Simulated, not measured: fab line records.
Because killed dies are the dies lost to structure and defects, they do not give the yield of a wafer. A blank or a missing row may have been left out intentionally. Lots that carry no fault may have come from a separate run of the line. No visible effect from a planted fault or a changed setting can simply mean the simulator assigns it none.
Matching of chambers    flow n5 finfet    N5_BEOL_M6_ILD_DEP_00 on pecvd-04: 3 sister chambers
The step deposits SiCOH lowk from DEMS/porogen, target thk 179.75 nm, time 33.4 s. 3 wafers are shown with their chamber, then 7 later ones without.

## WAFERS PAIRED WITH THEIR CHAMBERS
wafer   chamber  showerhead plenum p Torr (Torr)
L426.6  1        5.744
L438.1  2        5.776
L438.3  0        5.753

## WAFERS WHOSE CHAMBER IS MISSING
wafer   showerhead plenum p Torr (Torr)
L438.5  5.757
L439.1  5.772
L439.2  5.717
L439.5  5.734
L442.2  5.763
L442.3  5.743
L442.4  5.747

## THE CHAMBER EACH PASSED THROUGH
wafer   from the rows above           in truth
L438.5  can't be placed: 0 or 1 or 2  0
L439.1  can't be placed: 2 or 0       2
L439.2  can't be placed: 1 or 0       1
L439.5  can't be placed: 1 or 0       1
L442.2  can't be placed: 0 or 2 or 1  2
L442.3  can't be placed: 1 or 0       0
L442.4  can't be placed: 1 or 0       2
Correctly placed: 0 of 7. Not placeable from these rows: 7 (in 6, the candidates include the true chamber). 0 placed wrongly.
How it was worked out, from the rows above alone: a wafer's distance from a chamber is the root of the sum, over the readings, of the square of ((its reading less the chamber's mean) divided by the reading's scatter). If the next closest chamber is less than 2 further off than the closest, the wafer can't be placed; otherwise it belongs to the closest. Each chamber's mean is taken over the wafers shown for it. The scatter (one wafer shown for each chamber): square how far every hidden wafer sits from the nearest shown wafer, average those squares and take the square root.
